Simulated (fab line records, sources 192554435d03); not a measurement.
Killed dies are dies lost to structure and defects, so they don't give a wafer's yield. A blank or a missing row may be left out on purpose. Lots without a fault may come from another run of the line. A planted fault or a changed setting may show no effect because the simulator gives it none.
Which tool did it? | flow n5_finfet | 11 lots, 33 wafers sampled, at 4 steps of a route of 1938

WHAT THE GAUGES READ, wafer by wafer
N5_BEOL_M14_THK_MEAS_01.
lot  | measured     | on            | M14_ILD_THK (nm)
L451 | day 12 01:13 | film_metro-01 | 1097 1114 1103
L450 | day 12 08:22 | film_metro-02 | 1107 1123 1108
L452 | day 12 13:20 | film_metro-01 | 1102 1118 1107
L455 | day 13 07:46 | film_metro-01 | 1104 1106 1127
L458 | day 13 19:29 | film_metro-01 | 1091 1109 1094
L457 | day 13 23:10 | film_metro-02 | 1091 1128 1123
L462 | day 15 06:47 | film_metro-02 | 1121 1135 1127
L464 | day 15 07:03 | film_metro-01 | 1124 1106 1140
L468 | day 16 02:34 | film_metro-02 | 1126 1163 1136
L470 | day 16 16:48 | film_metro-02 | 1116 1104 1115
L469 | day 16 20:53 | film_metro-02 | 1106 1121 1097

N5_BEOL_M14_INSPECT_30: inspects for defects (macro).
lot  | measured     | on                | raw_defect_count
L451 | day 12 02:36 | defect_inspect-01 | 1 1 3
L450 | day 12 09:42 | defect_inspect-01 | 4 0 3
L452 | day 12 14:40 | defect_inspect-01 | 2 1 3
L455 | day 13 09:49 | defect_inspect-01 | 3 3 4
L458 | day 13 21:41 | defect_inspect-02 | 3 3 0
L457 | day 14 00:31 | defect_inspect-02 | 0 0 3
L462 | day 15 08:29 | defect_inspect-01 | 1 1 3
L464 | day 15 08:42 | defect_inspect-02 | 1 3 2
L468 | day 16 04:07 | defect_inspect-02 | 1 1 1
L470 | day 16 18:16 | defect_inspect-02 | 2 3 0
L469 | day 16 22:29 | defect_inspect-01 | 2 4 1

WHICH TOOL RAN EACH LOT (tool, then ch and the chambers of the sampled wafers, then the start)
lot  | N5_BEOL_M14_STRIP_64                          | N5_BEOL_M14_COAT_66
L451 | rie_diel-04 ch 1,2,3, day 12 02:16 or earlier | litho_track-04 ch 0, day 12 02:16
L450 | rie_diel-06 ch 1,2,3, day 12 09:22 or earlier | litho_track-03 ch 0, day 12 09:22
L452 | rie_diel-04 ch 1,2, day 12 14:19 or earlier   | litho_track-01 ch 0, day 12 14:19
L455 | rie_diel-06 ch 0,1, day 13 09:21 or earlier   | litho_track-04 ch 0, day 13 09:21
L458 | rie_diel-01 ch 2,3, day 13 21:20 or earlier   | litho_track-03 ch 0, day 13 21:20
L457 | rie_diel-04 ch 0,2,3, day 14 00:02 or earlier | litho_track-03 ch 0, day 14 00:02
L462 | rie_diel-01 ch 0,1,2, day 15 07:59 or earlier | litho_track-03 ch 0, day 15 07:59
L464 | rie_diel-04 ch 1,3, day 15 08:22 or earlier   | litho_track-01 ch 0, day 15 08:22
L468 | rie_diel-04 ch 1,3, day 16 03:38 or earlier   | litho_track-04 ch 0, day 16 03:38
L470 | rie_diel-01 ch 1,3, day 16 17:48 or earlier   | litho_track-04 ch 0, day 16 17:48
L469 | rie_diel-01 ch 0,1,2, day 16 22:01 or earlier | litho_track-01 ch 0, day 16 22:01
- N5_BEOL_M14_STRIP_64: strips in O2.
- N5_BEOL_M14_COAT_66: time 60 s, resist thk 110 nm.

WHAT THE TOOLS THEMSELVES READ (means of the sampled wafers that have a number; where no wafer has one, the mark that the record gives instead)
N5_BEOL_M14_STRIP_64.
lot  | tool        | drypump_motor_current_A (A) | oes_product_au (a.u.) | rf_vpp_V (V) | showerhead_plenum_p_Torr (Torr) | throttle_valve_pct (%)
L451 | rie_diel-04 | 5.7                         | 0.71                  | 4.2          | 2.08                            | 16.55
L450 | rie_diel-06 | 5.8                         | 0.84                  | 3.7          | 2.10                            | 16.57
L452 | rie_diel-04 | 5.5                         | 0.68                  | 4.0          | 2.09                            | 16.60
L455 | rie_diel-06 | 5.8                         | 0.87                  | 3.2          | 2.08                            | 16.32
L458 | rie_diel-01 | 5.7                         | 0.86                  | 3.8          | 2.18                            | 16.79
L457 | rie_diel-04 | 5.9                         | 0.75                  | 3.5          | 2.09                            | 16.49
L462 | rie_diel-01 | 5.5                         | 0.89                  | 3.5          | 2.17                            | 16.71
L464 | rie_diel-04 | 5.9                         | 0.79                  | 3.0          | 2.03                            | 16.53
L468 | rie_diel-04 | 5.9                         | 0.79                  | 3.9          | 2.03                            | 16.54
L470 | rie_diel-01 | 5.5                         | 0.83                  | 3.3          | 2.12                            | 16.88
L469 | rie_diel-01 | 5.5                         | 0.85                  | 4.1          | 2.16                            | 16.76

N5_BEOL_M14_COAT_66.
lot  | tool           | plate_temp_C (C) | spin_speed_rpm (rpm)
L451 | litho_track-04 | 220.01           | 1500.8
L450 | litho_track-03 | 219.75           | 1500.3
L452 | litho_track-01 | 220.13           | 1499.8
L455 | litho_track-04 | 219.96           | 1500.4
L458 | litho_track-03 | 219.84           | 1501.0
L457 | litho_track-03 | 219.92           | 1668.2
L462 | litho_track-03 | 220.07           | 1669.7
L464 | litho_track-01 | 220.02           | 1500.5
L468 | litho_track-04 | 219.96           | 1499.0
L470 | litho_track-04 | 219.99           | 1499.7
L469 | litho_track-01 | 219.93           | 1499.9

THE ANSWER, worked out from the rows above alone
Rule: what is usual is taken from the lots themselves. Put in order of their means at a reading, lots are off if they are a third of the lots or fewer, leave a main group of 4 or more, and stand apart from it by a gap of 3 or more times the standard deviation of the main group's means; of several such gaps the widest counts. A main group whose means are all the same, to the digits that the tables above print for the reading, isn't used. A lot without any number at a reading at which 4 lots or more have one is off too. The other lots that the step has rows for count as sound. The gauges are gone through in route order, then the tools' own readings, and for those a lot's mean is taken as printed above. The first step at which some lot is off is used, and at that step the reading that is off furthest; a lot without a number counts as furthest.
Off: L457, L462, at N5_BEOL_M14_COAT_66 (spin_speed_rpm). The main group: mean 1500.2 rpm, standard deviation 0.58.
A tool fits if, at that step or a process step before it, it ran every lot that is off, and no sound lot after the first of them. N5_BEOL_M14_STRIP_64 gives no start for some lots, so the hours and the order of its lots are those of N5_BEOL_M14_COAT_66. One fits: litho_track-03 at N5_BEOL_M14_COAT_66. Its last sound lot is L458 (day 13 21:20), its first lot that is off L457 (day 14 00:02): a fault that began between those two fits.
The tool's own readings at N5_BEOL_M14_COAT_66 bear it out: on the lots that are off they differ by more than 5 times the standard deviation of the sound lots' means. spin_speed_rpm reads 1669.0 rpm there against 1500.2 rpm on the sound lots.

WHAT THE SIMULATOR HAD PUT IN
Process parameter drift: litho_track-03, from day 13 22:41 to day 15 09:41, at N5_BEOL_M14_COAT_66. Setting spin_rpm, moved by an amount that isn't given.
Lots struck among those shown: L457, L462. The rule above found the same.
